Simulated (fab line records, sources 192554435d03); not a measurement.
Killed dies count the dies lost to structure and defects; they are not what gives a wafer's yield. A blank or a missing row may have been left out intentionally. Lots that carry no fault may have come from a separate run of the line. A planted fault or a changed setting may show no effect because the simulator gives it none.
Which of the tools did it? -- flow n5_finfet -- Sampling: 13 lots, 35 wafers, 2 of 1938 route steps

## WHAT THE GAUGES SHOWED, per wafer
N5_BEOL_M15_THK_MEAS_01. Usual: for M15_ILD_THK the level is 1631 nm and the standard deviation is 22.
lot,measured,on,M15_ILD_THK (nm),flag
L164,day 11 13:39,film_metro-01,1620 1666 1643,
L163,day 12 00:28,film_metro-01,1621 1618,
L165,day 12 04:37,film_metro-01,1615 1654 1646,
L166,day 12 13:59,film_metro-02,1634 1605 1613,
L167,day 13 12:33,film_metro-01,1657 1655 1655,
L169,day 13 16:22,film_metro-01,1654 1631,
L170,day 13 18:52,film_metro-02,1642 1674,
L171,day 14 00:08,film_metro-01,1670 1658,
L168,day 14 01:06,film_metro-01,1597 1622 1642,
L172,day 14 12:27,film_metro-01,1632 1596 1660,
L180,day 16 02:19,film_metro-02,1640 1605 1607,
L181,day 16 12:22,film_metro-01,1626 1613 1648,
L182,day 16 23:44,film_metro-01,1596 1650 1628,

N5_BEOL_M15_CD_MEAS_17: the cd target is 360 nm. Usual: cd_nm reads 361.4 nm (standard deviation 2.9).
lot,measured,on,cd_nm (nm),flag
L164,day 11 14:40,cd_sem-02,360.8 363.0 360.5,
L163,day 12 01:37,cd_sem-02,360.2 360.6,
L165,day 12 05:39,cd_sem-02,355.0 356.9 358.5,
L166,day 12 14:59,cd_sem-03,355.3 358.3 355.9,
L167,day 13 13:34,cd_sem-03,357.6 360.6 364.4,
L169,day 13 17:23,cd_sem-01,363.5 363.6,
L170,day 13 19:52,cd_sem-01,367.4 364.6,
L171,day 14 01:09,cd_sem-02,356.9 365.8,
L168,day 14 02:07,cd_sem-02,365.0 366.5 364.2,
L172,day 14 13:28,cd_sem-02,360.0 363.4 362.5,
L180,day 16 03:25,cd_sem-03,363.8 363.0 364.9,
L181,day 16 13:23,cd_sem-01,356.6 360.3 357.2,
L182,day 17 01:13,cd_sem-02,362.4 363.1 363.8,

## WHICH TOOL RAN EACH LOT (tool, then ch and the chambers of the sampled wafers, then the start)
The record shows no process step preceding these readings.

## WHAT THE TOOLS THEMSELVES READ (means of the sampled wafers that have a number; where no wafer has one, the mark that the record gives instead)
The record holds no such reading with a usual standard deviation.

## THE ANSWER, worked out from the rows above alone
Rule: lot off if the mean of its wafers having a number is beyond 3 standard deviations from the usual mean. Also off: a lot with no number at a reading for which 4 or more lots have one. All remaining lots with rows at the step are treated as sound. After the gauges, taken in route order, come the tools' own readings; for these a lot's mean is taken, as printed above. At the first step where some lot is off, the reading lying furthest off is the one used; lots without a number count as furthest.
No lot is off at any reading shown: from this, nothing can be told.

## WHAT THE SIMULATOR HAD INSERTED
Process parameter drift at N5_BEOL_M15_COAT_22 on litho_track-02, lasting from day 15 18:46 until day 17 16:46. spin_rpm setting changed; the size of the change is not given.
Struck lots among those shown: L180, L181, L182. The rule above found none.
